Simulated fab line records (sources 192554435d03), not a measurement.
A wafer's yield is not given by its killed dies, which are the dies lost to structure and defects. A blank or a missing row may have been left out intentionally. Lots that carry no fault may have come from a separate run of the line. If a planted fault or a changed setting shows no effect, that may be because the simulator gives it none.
Which tool did it? ; flow n5Finfet ; 12 lots, 36 wafers sampled, at 4 steps of a route of 1938

== WHAT THE GAUGES SHOWED, per wafer ==
N5_BEOL_M2_THK_MEAS_53: measures by xrf.
lot;measured;on;M2_THK (nm)
L076;day 7 08:10;filmMetro-02;42.0 40.2 40.5
L077;day 7 15:49;filmMetro-02;41.2 39.4 41.9
L079;day 8 01:43;filmMetro-01;43.1 40.2 42.7
L081;day 8 14:37;filmMetro-02;37.6 42.6 39.7
L083;day 9 04:35;filmMetro-01;38.0 38.5 38.7
L085;day 9 18:53;filmMetro-02;46.1 37.5 43.8
L087;day 10 07:21;filmMetro-02;43.1 37.7 37.6
L089;day 10 15:25;filmMetro-02;36.7 38.9 42.9
L091;day 11 01:28;filmMetro-01;37.5 40.2 40.3
L093;day 11 11:40;filmMetro-02;37.6 41.2 44.9
L095;day 12 10:37;filmMetro-02;39.6 36.6 41.5
L096;day 12 19:01;filmMetro-02;38.5 41.3 40.8

== WHAT TOOL EACH LOT RAN ON (gives the tool, then ch and the chambers of the sampled wafers, and finally the start) ==
lot;N5_BEOL_M2_SPUTTER_48;N5_BEOL_M2_SPUTTER_81;N5_BEOL_M2_ANNEAL_95
L076;pvdSputter-01, day 7 05:37;pvdSputter-01, day 7 06:04;pvdSputter-01, day 7 07:14
L077;pvdSputter-03, day 7 13:16;pvdSputter-03, day 7 13:42;pvdSputter-03, day 7 14:53
L079;pvdSputter-01, day 7 23:07;pvdSputter-01, day 7 23:34;pvdSputter-01, day 8 00:44
L081;pvdSputter-02, day 8 12:04;pvdSputter-02, day 8 12:31;pvdSputter-02, day 8 13:41
L083;pvdSputter-01, day 9 02:02;pvdSputter-01, day 9 02:29;pvdSputter-01, day 9 03:40
L085;pvdSputter-03, day 9 16:19;pvdSputter-03, day 9 16:46;pvdSputter-03, day 9 17:56
L087;pvdSputter-02, day 10 04:49;pvdSputter-02, day 10 05:15;pvdSputter-02, day 10 06:26
L089;pvdSputter-01, day 10 12:52;pvdSputter-01, day 10 13:18;pvdSputter-01, day 10 14:29
L091;pvdSputter-03, day 10 22:55;pvdSputter-03, day 10 23:22;pvdSputter-03, day 11 00:32
L093;pvdSputter-02, day 11 09:08;pvdSputter-02, day 11 09:34;pvdSputter-02, day 11 10:45
L095;pvdSputter-02, day 12 08:04;pvdSputter-02, day 12 08:30;pvdSputter-02, day 12 09:41
L096;pvdSputter-02, day 12 16:28;pvdSputter-02, day 12 16:54;pvdSputter-02, day 12 18:05
- N5_BEOL_M2_SPUTTER_48: material Cu, target thk 4.5 nm, time 8.29 s.
- N5_BEOL_M2_SPUTTER_81: material Cu, target thk 4.5 nm, time 8.29 s.
- N5_BEOL_M2_ANNEAL_95: time 240 s.

== THE ANSWER, worked out from the rows above alone ==
Rule: what is usual is taken from the lots themselves. Put in order of their means at a reading, lots are off if they are a third of the lots or fewer, leave a main group of 4 or more, and stand apart from it by a gap of 3 or more times the standard deviation of the main group's means; of several such gaps the widest counts. Not used: any main group whose means are identical at the precision the tables above print for the reading. Also off: a lot with no number at a reading for which 4 or more lots have one. Where the step has rows for the other lots, those lots are counted as sound.
Across all readings shown, no lot is off: no conclusion can be drawn from this.

== WHAT THE SIMULATOR HAD INSERTED ==
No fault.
